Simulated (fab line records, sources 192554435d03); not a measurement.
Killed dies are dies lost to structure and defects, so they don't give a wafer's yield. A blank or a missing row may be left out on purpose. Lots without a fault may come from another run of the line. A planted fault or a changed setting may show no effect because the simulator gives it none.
fab line records | flow n5_finfet
record lots=9 wafers=27 last_day=17
route steps=1938 shown BEOL_M4@1111 MIM_TOP@1836 MIM_BOT_ETCH@1867 TV_OPEN@1887 PASSIVATION@1908
lots that met no fault: from a run of the same line without faults
start_h: hours from the record's first day to the start of the lot's first wafer shown | wait_h: hours since the lot's step before | " the same as in the row above | L1.1+2: a row that stands for several wafers | - no value, or no start given | * or withheld: withheld | < > ~ a bound
route shown NAME@n: a module of which the file shows steps, and the number in the route of the first | usual: mean/standard deviation of fault-free wafers | same: alike in all rows | chamber/n: place in a boat | sites: the reading at each site | _std_site: their standard deviation | _edge_site: outer sites' mean less inner sites' | radius_mm: how far each site lies from the wafer's centre | mask NAME#n: copy n | behind: the tool/chamber that last shaped the wafer | hold: why the lot was held/for how many hours/how that ended | device: the transistor (n, p or np) that didn't switch | end of line: the same wafers' tests at the end of the route | a step without rows: its recipe alone | killed: dies lost to structure and defects at the first sort, not the wafer's yield | map: a wafer's dies, x killed, . not, _ none there
set.NAME: the setting as run; set.NAME@STEP: as run at that earlier step | model.NAME: the simulator's own value behind a step, which no gauge read
steps of the route over a sample of lots; a table a step, a row a wafer
services: from which hour (start_h, from the record's first day; less than 0 if before it) a tool's chamber was out of use, for how many hours, and why
## steps
# step N5_BEOL_M4_RC_MEAS_101
# usual DIBL_N=35.3/1.5 DIBL_P=35.3/1.9 IOFF_N=0.145/0.027 IOFF_P=0.20/0.033 ION_N=670/12 ION_P=462/6.8 SS_N=71.3/0.6 SS_P=73.1/0.7 VT_N=251/3.4 VT_P=-251/3.2
# columns lot.wafer tool chamber start_h wait_h DIBL_N[mV/V] DIBL_P[mV/V] IOFF_N[nA/um] IOFF_P[nA/um] ION_N[uA/um] ION_P[uA/um] SS_N[mV/dec] SS_P[mV/dec] VT_N[mV] VT_P[mV]
L255.1 prober-02 0 182.71 0.0 35.3 35.0 0.147 0.18 670 456 71.7 72.2 248 -254
L255.3 " 0 " " 33.1 32.6 0.115 0.16 664 458 70.6 72.7 254 -252
L255.6 " 0 " " 35.4 35.4 0.157 0.20 679 466 70.9 72.6 248 -247
L262.3 prober-01 0 222.77 0.3 34.0 34.3 0.135 0.19 681 471 70.8 72.8 251 -250
L262.4 " 0 " " 35.1 34.7 0.151 0.20 682 466 70.5 72.7 246 -248
L262.5 " 0 " " 34.4 34.0 0.135 0.19 681 467 70.9 71.7 252 -250
L263.2 prober-01 0 223.90 0.2 33.5 32.2 0.094 0.16 647 456 71.0 72.5 258 -253
L263.4 " 0 " " 35.2 35.0 0.133 0.20 670 468 70.8 73.1 251 -251
L263.5 " 0 " " 35.6 34.7 0.128 0.20 664 464 70.7 72.9 252 -253
L261.2 prober-02 0 232.01 0.2 39.0 40.1 0.230 0.33 693 476 72.4 75.6 247 -242
L261.3 " 0 " " 35.8 36.8 0.172 0.25 676 474 72.2 73.9 245 -241
L261.4 " 0 " " 36.0 36.7 0.174 0.25 679 471 71.8 73.8 252 -246
L264.1 prober-01 0 240.44 0.0 35.3 35.3 0.149 0.23 674 465 71.1 73.4 251 -250
L264.2 " 0 " " 32.1 31.7 0.108 0.17 662 460 70.5 71.9 254 -250
L264.4 " 0 " " 34.6 35.5 0.132 0.21 664 462 71.6 72.2 253 -246
L265.1 prober-02 0 241.10 0.0 33.6 32.8 0.111 0.17 659 452 70.7 71.5 256 -253
L265.2 " 0 " " 33.6 33.8 0.130 0.20 674 474 70.3 72.5 249 -250
L265.3 " 0 " " 34.0 34.8 0.126 0.20 656 458 71.2 72.3 255 -248
L267.1 prober-02 0 253.58 0.0 38.1 38.5 0.190 0.24 674 465 71.6 74.1 246 -246
L267.2 " 0 " " 34.4 35.4 0.132 0.20 662 463 70.5 73.4 251 -251
L267.4 " 0 " " 34.9 35.4 0.134 0.20 651 452 72.0 72.8 250 -250
L274.3 prober-01 0 302.49 0.3 35.4 36.6 0.162 0.20 679 462 71.3 73.0 248 -253
L274.4 " 0 " " 35.7 36.8 0.163 0.20 680 464 70.8 73.5 248 -254
L274.5 " 0 " " 33.4 34.4 0.128 0.16 675 462 69.8 72.7 250 -256
L276.2 prober-01 0 304.26 0.2 36.1 34.9 0.148 0.18 668 454 71.4 73.0 251 -255
L276.3 " 0 " " 36.3 35.3 0.159 0.19 676 462 71.4 73.0 248 -253
L276.4 " 0 " " 35.4 35.1 0.150 0.19 662 461 71.5 73.4 247 -252
# step N5_MIM_TOP_ALD_02
# recipe material=Al2O3 target_thk_a=* temp_c=withheld ald_precursor_family=TMA ald_co_reactant=O3 pulse_time_s=withheld purge_time_s=3 co_reactant_purge_time_s=withheld co_reactant_pulse_time_s=3 ald_cycles=withheld
# usual precursor_pulse_height_rel=0.997/0.02
# columns lot.wafer tool chamber start_h wait_h precursor_pulse_height_rel
L255.1 ald_hk-03 2 - - 1.026
L255.3 " 3 " " 0.996
L255.6 " 3 " " 1.022
L262.3 ald_hk-03 3 - - 0.988
L262.4 " 1 " " 0.959
L262.5 " 0 " " 1.014
L263.2 ald_hk-03 3 - - 0.999
L263.4 " 0 " " 1.000
L263.5 " 3 " " 0.995
L261.2 ald_hk-01 0 - - 0.962
L261.3 " 2 " " 0.994
L261.4 " 1 " " 1.015
L264.1 ald_hk-02 0 - - 1.009
L264.2 " 2 " " 0.965
L264.4 " 3 " " 0.989
L265.1 ald_hk-03 3 - - 1.025
L265.2 " 2 " " 0.999
L265.3 " 1 " " 0.999
L267.1 ald_hk-02 0 - - 0.954
L267.2 " 3 " " 1.004
L267.4 " 1 " " 1.031
L276.2 ald_hk-01 2 - - 0.985
L276.3 " 0 " " 0.973
L276.4 " 1 " " 0.990
L274.3 ald_hk-03 3 - - 1.005
L274.4 " 2 " " 1.027
L274.5 " 2 " " 0.999
# step N5_MIM_BOT_ETCH_ETCH_03
# recipe chemistry=Cl2/BCl3 target_depth_a=120 pressure_mtorr=8 icp_w=800 bias_w=100 Cl2_flow_sccm=20 bcl3_flow_sccm=80
# usual drypump_motor_current_A=6.0/0.53 oes_product_au=0.77/0.096 throttle_valve_pct=27.42/0.25
# columns lot.wafer tool chamber start_h wait_h drypump_motor_current_A oes_product_au rf_hours_counter_h throttle_valve_pct
L255.1 rie_metal-03 1 278.66 0.1 6.1 0.77 57 27.42
L255.3 " 0 " " 6.1 0.67 - 27.28
L255.6 " 0 " " 6.2 0.66 - 27.26
L262.3 rie_metal-03 1 317.33 0.1 6.1 0.77 - 27.41
L262.4 " 0 " " 6.2 0.65 - 27.28
L262.5 " 1 " " 6.1 0.77 - 27.40
L263.2 rie_metal-02 0 323.25 0.1 5.1 0.65 104 27.48
L263.4 " 0 " " 5.1 0.65 - 27.47
L263.5 " 0 " " 5.1 0.65 - 27.48
L261.2 rie_metal-03 0 330.48 0.1 6.2 0.65 91 27.30
L261.3 " 1 " " 6.1 0.75 - 27.42
L261.4 " 0 " " 6.2 0.65 - 27.29
L264.1 rie_metal-02 0 337.74 0.1 5.1 0.64 106 27.49
L264.2 " 1 " " 6.6 0.78 35 27.51
L264.4 " 0 " " 5.1 0.64 - 27.50
L265.1 rie_metal-03 1 337.99 0.1 6.1 0.77 62 27.41
L265.2 " 0 " " 6.2 0.65 92 27.29
L265.3 " 1 " " 6.1 0.76 - 27.41
L267.1 rie_metal-01 0 347.59 0.1 5.4 0.83 31 26.88
L267.2 " 1 " " 6.3 0.90 6 27.81
L267.4 " 0 " " 5.4 0.82 - 26.90
L276.2 rie_metal-03 0 401.31 0.1 6.2 0.64 98 27.29
L276.3 " 0 " " 6.2 0.64 - 27.29
L276.4 " 1 " " 6.1 0.74 - 27.42
L274.3 rie_metal-02 0 404.51 0.1 5.1 0.96 - 27.63
L274.4 " 1 " " 6.7 0.76 - 27.52
L274.5 " 1 " " 6.6 0.76 - 27.52
# step N5_PASSIVATION_PASS_ETCH_74
# recipe chemistry=CF4/O2 target=SiNx target_depth_a=2200 time_s=110 ion_energy_ev=100 pressure_mtorr=40 source_w=535 bias_w=49 Ar_flow_sccm=100 cf4_flow_sccm=100 O2_flow_sccm=10
# usual drypump_motor_current_A=5.8/0.41 oes_product_au=0.77/0.08 rf_vpp_V=241/4 showerhead_plenum_p_Torr=2.17/0.051 throttle_valve_pct=16.07/0.21
# columns lot.wafer tool chamber start_h wait_h drypump_motor_current_A oes_product_au rf_hours_counter_h rf_vpp_V showerhead_plenum_p_Torr throttle_valve_pct
L255.1 rie_diel-06 3 280.88 0.0 5.3 0.72 233 237 2.27 16.31
L255.3 " 2 " " 6.2 0.71 219 241 2.19 16.42
L255.6 " 3 " " 5.2 0.72 - 236 2.27 16.31
L262.3 rie_diel-02 3 321.18 0.0 6.3 0.79 118 246 2.21 16.07
L262.4 " 0 " " 5.0 0.82 90 243 2.14 15.95
L262.5 " 3 " " 6.3 0.79 - 245 2.21 16.09
L263.2 rie_diel-02 0 325.54 0.0 5.0 0.81 92 243 2.14 15.95
L263.4 " 3 " " 6.3 0.78 120 246 2.21 16.07
L263.5 " 3 " " 6.3 0.79 - 247 2.21 16.08
L261.2 rie_diel-02 2 335.03 0.0 6.0 0.51 220 241 2.26 16.30
L261.3 " 3 " " 6.3 0.78 122 246 2.21 16.09
L261.4 " 0 " " 5.0 0.81 95 244 2.13 15.94
L264.1 rie_diel-02 2 339.66 0.0 6.0 0.67 222 240 2.26 16.36
L264.2 " 3 " " 6.3 0.60 124 245 2.21 16.04
L264.4 " 1 " " 5.8 0.88 - 242 2.15 16.20
L265.1 rie_diel-02 3 340.75 0.0 6.3 0.79 125 244 2.21 16.08
L265.2 " 1 " " 5.8 0.69 40 241 2.15 16.15
L265.3 " 2 " " 6.0 0.68 222 239 2.26 16.36
L267.1 rie_diel-01 3 349.07 0.0 6.2 0.72 197 247 2.10 15.96
L267.2 " 0 " " 6.3 0.86 62 240 2.14 15.65
L267.4 " 2 " " 5.8 0.74 - 240 2.19 16.18
L274.3 rie_diel-06 1 407.64 0.0 5.5 0.68 230 247 2.18 15.76
L274.4 " 1 " " 5.5 0.68 - 245 2.18 15.75
L274.5 " 3 " " 5.3 0.94 - 237 2.26 15.89
L276.2 rie_diel-01 2 408.41 0.0 5.8 0.72 233 239 2.18 16.20
L276.3 " 3 " " 6.2 0.71 216 248 2.09 15.99
L276.4 " 0 " " 6.4 0.84 81 239 2.13 15.68
# step N5_PASSIVATION_DESCUM_32
# recipe chemistry=O2 time_s=7.9 source_power_w=50 bias_power_w=20 pressure_mtorr=20 rf_frequency_hz=2.712e+07 temp_c=40 o2_flow_sccm=225
# usual drypump_motor_current_A=5.8/0.5 oes_product_au=0.79/0.063 rf_vpp_V=243.4/1.5 showerhead_plenum_p_Torr=2.11/0.086 throttle_valve_pct=20.41/0.2
# columns lot.wafer tool chamber start_h wait_h drypump_motor_current_A oes_product_au rf_hours_counter_h rf_vpp_V showerhead_plenum_p_Torr throttle_valve_pct
L255.1 rie_diel-05 0 284.32 0.4 5.2 0.72 173 241.9 2.00 20.26
L255.3 " 1 " " 5.9 0.80 119 241.6 2.00 20.54
L255.6 " 0 " " 5.1 0.73 - 242.5 2.00 20.25
L262.3 rie_diel-05 1 322.88 0.0 5.9 0.78 136 243.2 2.00 20.57
L262.4 " 0 " " 5.2 0.72 187 241.2 1.99 20.29
L262.5 " 3 " " 4.7 0.76 - 242.1 2.04 20.67
L263.2 rie_diel-04 2 328.40 0.2 5.7 0.89 39 243.1 2.06 20.09
L263.4 " 0 " " 6.5 0.74 142 245.0 2.17 20.29
L263.5 " 2 " " 5.7 0.89 - 242.9 2.06 20.10
L261.2 rie_diel-05 1 337.50 0.7 5.9 0.78 142 242.5 2.00 20.56
L261.3 " 3 " " 4.7 0.76 127 242.9 2.04 20.69
L261.4 " 0 " " 5.1 0.72 193 240.7 1.99 20.30
L264.1 rie_diel-04 2 341.61 0.1 5.7 0.88 45 242.3 2.06 20.12
L264.2 " 3 " " 6.0 0.85 70 244.5 2.21 20.56
L264.4 " 1 " " 6.2 0.80 115 245.5 2.20 20.29
L265.1 rie_diel-05 0 342.31 0.0 5.1 0.71 195 242.5 1.99 20.28
L265.2 " 2 " " 6.0 0.73 159 242.7 2.09 20.75
L265.3 " 1 " " 5.8 0.78 144 240.7 2.00 20.58
L267.1 rie_diel-03 2 351.95 0.0 4.8 0.83 75 242.4 2.05 20.34
L267.2 " 1 " " 6.3 0.90 20 243.8 2.14 20.51
L267.4 " 0 " " 5.3 0.77 148 242.1 2.03 20.69
L274.3 rie_diel-05 3 409.54 0.0 4.7 0.74 153 241.4 2.03 20.74
L274.4 " 2 " " 6.0 0.73 181 242.9 2.08 20.77
L274.5 " 2 " " 6.0 0.72 - 242.5 2.08 20.75
L276.2 rie_diel-04 3 410.26 0.0 5.9 0.82 96 244.9 2.20 20.58
L276.3 " 0 " " 6.5 0.71 172 244.0 2.16 20.34
L276.4 " 2 " " 5.8 0.85 70 242.2 2.05 20.13
# step N5_PASSIVATION_PROBE_49
# usual defect_limited_yield=91.2/1.5 killed_at_M0_to_M3=34/11 killed_at_M4_up=14/5.4 killed_at_contacts=12/5.9 killed_at_front_end=40/12 killed_at_other=4/3.3 killed_dies=103/18 killed_on_rim=14/4.1 killed_open=68/13 killed_short=34/7.5 sort_bin_5_function=5.1/1 sort_bin_6_memory=3.3/0.7 sort_n_pass=1076/18 sort_yield_pct=91.2/1.5
# same gross_dies=1180 killed_at_back_side=0 sort_bin_4_leakage[%]=0 sort_bin_8_speed[%]=0
# columns lot.wafer tool chamber start_h wait_h defect_limited_yield[%] killed_at_M0_to_M3 killed_at_M4_up killed_at_contacts killed_at_front_end killed_at_other killed_dies killed_on_rim killed_open killed_short sort_bin_5_function[%] sort_bin_6_memory[%] sort_n_pass sort_yield_pct[%]
L261.2 prober-02 - 343.30 0.9 80.7 60 8 8 51 101 228 58 80 48 14.7 4.3 952 80.7
L261.3 prober-02 - 343.35 1.0 90.2 41 19 13 39 4 116 10 87 28 7.3 2.5 1064 90.2
L261.4 prober-02 - 343.40 1.0 88.5 50 16 15 55 0 136 18 93 41 6.2 4.5 1044 88.5
L264.1 prober-01 - 347.07 0.0 90.3 41 11 23 38 1 114 16 68 45 5.5 3.6 1066 90.3
L264.2 prober-01 - 347.12 0.1 82.6 26 23 18 51 87 205 28 91 30 12.1 5.3 975 82.6
L264.4 prober-01 - 347.22 0.2 92.9 31 20 7 25 1 84 13 54 27 4.3 2.6 1096 92.9
L265.1 prober-02 - 347.80 0.0 89.5 55 11 2 43 13 124 21 80 43 6.0 4.0 1056 89.5
L265.2 prober-02 - 347.85 0.1 85.8 24 9 9 35 90 167 21 54 29 11.6 2.5 1013 85.8
L265.3 prober-02 - 347.90 0.1 91.7 41 14 7 25 11 98 5 62 35 4.2 3.7 1082 91.7
# killed by level:class
L261.2 TV_OPEN:area_etch=97 STI_FIN_REVEAL:geometric_particle:open=15 BEOL_M3:geometric_particle:open=15 GATE_CUT:geometric_particle:short=11 BEOL_M0_SAQP:geometric_particle:short=11 BEOL_M0_SAQP:geometric_particle:open=9 MOL_CONTACT_COAG:geometric_particle:open=6 BEOL_M0:geometric_particle:open=6
L261.3 BEOL_M3:geometric_particle:open=17 MOL_CONTACT_COAG:geometric_particle:open=13 BEOL_M4:geometric_particle:open=11 STI_FIN_REVEAL:geometric_particle:open=10 GATE_CUT:geometric_particle:open=7 BEOL_M0_SAQP:geometric_particle:short=6 BEOL_M1:geometric_particle:open=6 GATE_CUT:geometric_particle:short=4
L261.4 STI_FIN_REVEAL:geometric_particle:open=17 BEOL_M3:geometric_particle:open=12 GATE_CUT:geometric_particle:short=11 MOL_CONTACT_COAG:geometric_particle:open=9 BEOL_M0_SAQP:geometric_particle:open=8 BEOL_M2:geometric_particle:open=8 BEOL_M4:geometric_particle:open=8 GATE_CUT:geometric_particle:open=6
L264.1 MOL_CONTACT_COAG:geometric_particle:open=20 FIN_SAQP:geometric_particle:short=10 BEOL_M0_SAQP:geometric_particle:short=10 BEOL_M0_SAQP:geometric_particle:open=9 FIN_SAQP:geometric_particle:open=6 STI_FIN_REVEAL:geometric_particle:open=6 BEOL_M2:geometric_particle:short=6 BEOL_M4:geometric_particle:open=6
L264.2 TV_OPEN:area_etch=84 FIN_SAQP:geometric_particle:open=16 MOL_CONTACT_COAG:geometric_particle:open=14 BEOL_M5:geometric_particle:open=12 FIN_SAQP:geometric_particle:short=11 STI_FIN_REVEAL:geometric_particle:open=9 BEOL_M4:geometric_particle:open=8 BEOL_M2:geometric_particle:open=7
L264.4 BEOL_M0_SAQP:geometric_particle:open=9 BEOL_M3:geometric_particle:open=8 BEOL_M4:geometric_particle:open=7 MOL_CONTACT_COAG:geometric_particle:open=6 FIN_SAQP:geometric_particle:open=4 FIN_SAQP:geometric_particle:short=4 GATE_CUT:geometric_particle:short=3 BEOL_M0_SAQP:geometric_particle:short=3
L265.1 BEOL_M0_SAQP:geometric_particle:open=18 BEOL_M0_SAQP:geometric_particle:short=14 BEOL_M1:geometric_particle:open=12 STI_FIN_REVEAL:geometric_particle:open=11 FIN_SAQP:geometric_particle:open=10 FIN_SAQP:geometric_particle:short=7 DUMMY_GATE:geometric_particle:open=4 BEOL_M3:geometric_particle:open=4
L265.2 TV_OPEN:area_etch=82 FIN_SAQP:geometric_particle:short=11 MOL_CONTACT_COAG:geometric_particle:open=9 STI_FIN_REVEAL:geometric_particle:open=7 DUMMY_GATE:geometric_particle:open=5 BEOL_M0_SAQP:geometric_particle:short=5 BEOL_M0_SAQP:geometric_particle:open=5 PASS1_DEP:geometric_particle:short=3
L265.3 BEOL_M0_SAQP:geometric_particle:open=8 BEOL_M3:geometric_particle:open=8 FIN_SAQP:geometric_particle:open=7 FIN_SAQP:geometric_particle:short=6 BEOL_M1:geometric_particle:open=6 BEOL_M2:geometric_particle:open=6 BEOL_M5:geometric_particle:open=6 BEOL_M0_SAQP:geometric_particle:short=5
## services
# columns tool chamber start_h hours kind
rie_metal-01 1 253.93 - clean
rie_metal-03 - 262.60 0.2 repair
ald_hk-02 - 264.48 8.7 pm
rie_diel-03 - 282.27 14.6 pm
ald_hk-02 - 285.93 5.7 repair
rie_diel-05 - 290.03 0.5 repair
rie_diel-06 - 291.33 15.6 pm
rie_diel-04 - 306.33 0.4 repair
rie_diel-02 3 315.13 4.7 repair
rie_diel-02 0 339.01 2.1 repair
rie_diel-01 1 348.30 14.7 repair
rie_metal-02 0 351.64 - clean
rie_metal-02 0 351.64 13.3 scheduled_down
rie_metal-02 0 351.64 13.3 vent_cycle
rie_diel-06 3 351.85 - clean
rie_diel-06 3 351.85 - consumable_replace:focus_ring
rie_diel-06 3 351.85 14.5 scheduled_down
rie_diel-06 3 351.85 14.5 vent_cycle
rie_diel-02 0 361.56 5.1 repair
rie_diel-01 - 368.32 1.0 repair
rie_diel-03 3 374.28 19.2 repair
rie_diel-06 2 391.22 - clean
rie_diel-06 2 391.22 - consumable_replace:focus_ring
rie_diel-01 - 409.81 2.8 pm
## key
first_sign step=N5_PASSIVATION_PASS_ETCH_74 reading=oes_product_au direction=down sigmas=2.1 usual=0.77 struck=0.60 wafers_moved=2
effect step=N5_PASSIVATION_PROBE_49 reading=killed_at_other direction=up sigmas=27 usual=4 struck=93
more_kills_born_at N5_PASSIVATION_VIA_ETCH_13@rie_diel-02=263
met_at N5_PASSIVATION_PASS_ETCH_74
struck_lots L261,L264,L265
struck_wafers L261.2,L264.2,L265.2
not_acting_at N5_MIM_TOP_ALD_02,N5_MIM_BOT_ETCH_ETCH_03,N5_PASSIVATION_DESCUM_32
onset_between 325.54 335.03
fault kind=process_parameter_drift tool=rie_diel-02 chamber=- onset_h=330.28 steps=N5_PASSIVATION_PASS_ETCH_74 channel=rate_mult offset=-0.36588 shape=step end_h=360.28 scope=struck_wafers_only
